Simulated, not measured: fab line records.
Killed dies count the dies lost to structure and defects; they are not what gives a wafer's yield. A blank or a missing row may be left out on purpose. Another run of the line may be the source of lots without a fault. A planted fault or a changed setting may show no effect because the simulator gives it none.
Chamber matching | flow n5-finfet | rie-diel-05 running N5_BEOL_M12_ETCH_68: 4 sister chambers
The step etches SOC in N2/H2, time 285 s. 18 wafers are shown with their chamber, then 9 later ones without.

## WAFERS WITH THEIR CHAMBER
wafer  | chamber | showerhead-plenum-p-Torr (Torr) | throttle-valve-pct (%) | oes-product-au (a.u.)
L076.1 | 3       | 2.48                            | 17.82                  | 0.88
L076.4 | 0       | 2.51                            | 17.80                  | 0.70
L076.6 | 1       | 2.52                            | 17.87                  | 0.71
L075.1 | 3       | 2.48                            | 17.84                  | 0.89
L075.2 | 2       | 2.62                            | 17.47                  | 0.74
L075.3 | 1       | 2.52                            | 17.88                  | 0.72
L075.4 | 0       | 2.51                            | 17.81                  | 0.71
L075.5 | 2       | 2.62                            | 17.46                  | 0.73
L075.6 | 1       | 2.52                            | 17.90                  | 0.71
L077.2 | 2       | 2.61                            | 17.47                  | 0.72
L077.3 | 3       | 2.48                            | 17.83                  | 0.87
L077.5 | 1       | 2.52                            | 17.91                  | 0.70
L082.1 | 3       | 2.48                            | 17.82                  | 0.87
L082.2 | 2       | 2.61                            | 17.49                  | 0.72
L082.5 | 2       | 2.61                            | 17.47                  | 0.72
L085.1 | 1       | 2.51                            | 17.94                  | 0.69
L085.2 | 3       | 2.47                            | 17.84                  | 0.85
L085.3 | 0       | 2.50                            | 17.84                  | 0.69

SIGNATURES, as means of the wafers listed above
reading                  | chamber 0 | chamber 1 | chamber 2 | chamber 3 | scatter within a chamber
showerhead-plenum-p-Torr | 2.5067    | 2.5180    | 2.6140    | 2.4780    | 0.00498
throttle-valve-pct       | 17.8167   | 17.9000   | 17.4720   | 17.8300   | 0.0184
oes-product-au           | 0.7000    | 0.7060    | 0.7260    | 0.8720    | 0.0117
Rule: for each reading, subtract the chamber's mean from the wafer's reading, divide by that reading's scatter and square the result; add these up over the readings and take the root, which gives the wafer's distance from the chamber. The wafer belongs to the nearest chamber; if the next one is less than 2 further off, it can't be placed. The scatter: the root of (the sum of the squares of (reading less its chamber's mean) over the shown wafers, divided by (wafers less chambers)).

## WAFERS WITHOUT THEIR CHAMBER
wafer  | showerhead-plenum-p-Torr (Torr) | throttle-valve-pct (%) | oes-product-au (a.u.)
L086.1 | 2.61                            | 17.52                  | 0.71
L086.2 | 2.47                            | 17.86                  | 0.84
L086.4 | 2.50                            | 17.85                  | 0.69
L093.2 | 2.47                            | 17.89                  | 0.83
L093.5 | 2.47                            | 17.89                  | 0.82
L093.6 | 2.50                            | 17.89                  | 0.68
L096.1 | 2.49                            | 17.47                  | 0.96
L096.2 | 2.46                            | 17.91                  | 0.81
L096.5 | 2.60                            | 17.54                  | 0.69

## CHAMBER TAKEN BY EACH
wafer  | from the rows above     | in truth
L086.1 | 2                       | 2
L086.2 | 3                       | 3
L086.4 | 0                       | 0
L093.2 | 3                       | 3
L093.5 | 3                       | 3
L093.6 | can't be placed: 1 or 0 | 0
L096.1 | 3                       | 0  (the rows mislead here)
L096.2 | 3                       | 3
L096.5 | 2                       | 2
Correctly placed: 7 of 9. Unplaceable from these rows: 1, with the true chamber sitting among the candidates in 1. Wrongly placed: 1.
